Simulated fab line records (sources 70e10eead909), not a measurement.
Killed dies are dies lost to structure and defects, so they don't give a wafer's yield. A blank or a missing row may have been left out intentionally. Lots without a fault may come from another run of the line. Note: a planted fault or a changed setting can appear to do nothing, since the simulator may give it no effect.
Which tool was responsible? :: flow nand-harc :: 6 lots with 18 wafers sampled at 3 steps, on a route of 1302 steps

## WHAT THE GAUGES READ, wafer by wafer
NHARC_P_GATE_CD_MEAS_46: target cd 720 nm.
lot: L866
measured: day 6 03:36
on: cd-sem-03
cd-nm (nm): 721.1 721.7 722.5

lot: L869
measured: day 7 11:25
on: cd-sem-03
cd-nm (nm): 718.9 719.0 719.1

lot: L873
measured: day 9 12:44
on: cd-sem-03
cd-nm (nm): 719.4 719.4 719.6

lot: L875
measured: day 10 03:43
on: cd-sem-03
cd-nm (nm): - - -

lot: L884
measured: day 14 02:43
on: cd-sem-01
cd-nm (nm): 720.5 723.1 722.0

lot: L887
measured: day 14 21:49
on: cd-sem-01
cd-nm (nm): 718.4 721.5 719.2

## WHICH TOOL RAN EACH LOT (tool, then ch and the chambers of the sampled wafers, then the start)
lot: L866
NHARC_P_GATE_DEP_103: pecvd-04 ch 0,1,2, day 5 15:01
NHARC_P_GATE_EXPOSE_43: krf-scanner-01 ch 0, day 6 03:27

lot: L869
NHARC_P_GATE_DEP_103: pecvd-04 ch 0,2, day 6 23:00
NHARC_P_GATE_EXPOSE_43: krf-scanner-01 ch 0, day 7 11:15

lot: L873
NHARC_P_GATE_DEP_103: pecvd-04 ch 0,1,2, day 9 00:15
NHARC_P_GATE_EXPOSE_43: krf-scanner-01 ch 0, day 9 12:35

lot: L875
NHARC_P_GATE_DEP_103: pecvd-03 ch 0,1,2, day 9 15:08
NHARC_P_GATE_EXPOSE_43: krf-scanner-04 ch 0, day 10 03:33

lot: L884
NHARC_P_GATE_DEP_103: pecvd-04 ch 0,1, day 13 14:04
NHARC_P_GATE_EXPOSE_43: krf-scanner-04 ch 0, day 14 02:34

lot: L887
NHARC_P_GATE_DEP_103: pecvd-02 ch 0,1, day 14 09:08
NHARC_P_GATE_EXPOSE_43: krf-scanner-02 ch 0, day 14 21:40
- NHARC_P_GATE_DEP_103: deposits SiON, target thk 30 nm.
- NHARC_P_GATE_EXPOSE_43: exposes mask P NSD, target cd 720 nm.

## THE ANSWER, worked out from the rows above alone
Rule: usual is defined by the lots themselves. Put in order of their means at a reading, lots are off if they are a third of the lots or fewer, leave a main group of 4 or more, and stand apart from it by a gap of 3 or more times the standard deviation of the main group's means; of several such gaps the widest counts. If all means in a main group match to the digits the tables above print for the reading, that group is not used. A lot without any number at a reading at which 4 lots or more have one is off too. The other lots that the step has rows for count as sound.
Off, at NHARC_P_GATE_CD_MEAS_46 on cd-nm: L875. Without a number there: L875. Main group: mean 720.4 nm, sd 1.2.
A tool fits if, at a process step before that reading, it ran every lot that is off, and no sound lot after the first of them. Gauges at NHARC_P_GATE_CD_MEAS_46: tried the same way as those tools. 2 tools fit, pecvd-03 at NHARC_P_GATE_DEP_103 and cd-sem-03 at NHARC_P_GATE_CD_MEAS_46, so this cannot tell which one it is.

## WHAT THE SIMULATOR HAD PUT IN
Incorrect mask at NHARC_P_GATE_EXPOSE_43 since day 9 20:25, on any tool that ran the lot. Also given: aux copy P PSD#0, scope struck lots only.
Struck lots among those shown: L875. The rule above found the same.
